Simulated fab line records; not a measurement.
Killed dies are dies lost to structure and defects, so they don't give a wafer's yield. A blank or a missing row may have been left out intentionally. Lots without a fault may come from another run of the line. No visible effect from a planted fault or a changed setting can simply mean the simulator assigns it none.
A lot that was struck, set against a sound lot / flow n5_finfet / 14 steps out of a route of 1938
Sound: these wafers, L806.1, L806.3, L806.5. Struck: wafers L814.1, L814.2, L814.4. The cause comes at the end.
For every step that has rows: the tool of each side, followed by ch and its chambers, followed by its first start. Under that, the readings that differ: sound wafers / struck wafers / difference of the means / sigmas: that difference in standard deviations of wafers without a fault.
alike: readings whose means differ by less than 2 such deviations, and words and numbers that are the same on both sides. not compared: withheld readings, readings that some wafer has no value for, bounds like >300 that may hide the same value, and numbers for which the record gives no deviation and whose values overlap.
Wherever a step has rows on one side only, a row that says differs or no value, or a row with sigmas, the two part there. Numbers that don't overlap but have no deviation are shown without sigmas and don't part them. A reading missing from all wafers of one side parts the sides only when that side holds two or more wafers.

N5_BEOL_M1_ILD_DEP_00: deposits SiOC from DEMS/O2, target thk 79 nm, time 15.3 s.
  sound on pecvd-02 ch 0,1,2, day 6 02:59; struck on pecvd-03 ch 0,1, day 7 22:35
  alike: heater_power_w, rf_fwd_power_W, showerhead_plenum_p_Torr, throttle_valve_pct
N5_BEOL_M1_THK_MEAS_01:
  sound: film_metro-02 at day 6 03:02; struck: film_metro-01 at day 7 22:39
  alike: M1_ILD_THK
N5_BEOL_M1_PECVD_72: deposits SiO2 from TEOS/O2, target thk 16 nm, time 18 s.
  sound on pecvd-01 ch 0,1, day 6 03:05; struck on pecvd-01 ch 1,2, day 7 22:41
  alike: heater_power_w, rf_fwd_power_W, showerhead_plenum_p_Torr, throttle_valve_pct
N5_BEOL_M1_HM_DEP_02: deposits TiN, target thk 20 nm.
  sound: pvd_sputter-03 at day 6 03:43; struck: pvd_sputter-02 at day 8 00:05
  alike: substrate_temp_c, throttle_valve_pct
then, 8 steps without rows for these wafers: N5_BEOL_M1_COAT_61 (time 60 s, resist thk 60 nm); N5_BEOL_M1_COAT_62 (time 60 s, resist thk 12 nm); N5_BEOL_M1_COAT_73 (time 60 s, resist thk 5 nm); N5_BEOL_M1_COAT_05 (resist thk 30 nm); N5_BEOL_M1_EBR_07; N5_BEOL_M1_SOFTBAKE_06 (time 60 s); N5_BEOL_M1_EXPOSE_08 (exposes mask M1); N5_BEOL_M1_PEB_09 (peb time 60 s).
N5_BEOL_M1_DEVELOP_10: develop time 30 s.
  struck on litho_track-05, day 8 00:25; sound on litho_track-05 ch 0, day 6 04:03
  no value came back on the struck wafers for chill_plate_temp_C (C), develop_time_s (s); on the sound wafers chill_plate_temp_C (C) reads 23.09 23.11 23.10
reading=model.CAR-EUV_of_BEOL_M1_COAT_05.thk_nm (nm); sound=29.4 29.6 29.4; struck=30 30 30; difference=+1; sigmas=
N5_BEOL_M1_CD_MEAS_11: target cd 17.05 nm.
  sound on cd_sem-02 ch 0, day 6 04:07; struck on cd_sem-03 ch 0, day 8 00:29
reading=cd_nm (nm); sound=16.90 17.01 17.27; struck=- - -; difference=no value on the struck wafers; sigmas=

## WHERE THEY PART
Last at N5_BEOL_M1_CD_MEAS_11 as far as this record goes, first at N5_BEOL_M1_DEVELOP_10.

WHY: the cause the simulator had injected
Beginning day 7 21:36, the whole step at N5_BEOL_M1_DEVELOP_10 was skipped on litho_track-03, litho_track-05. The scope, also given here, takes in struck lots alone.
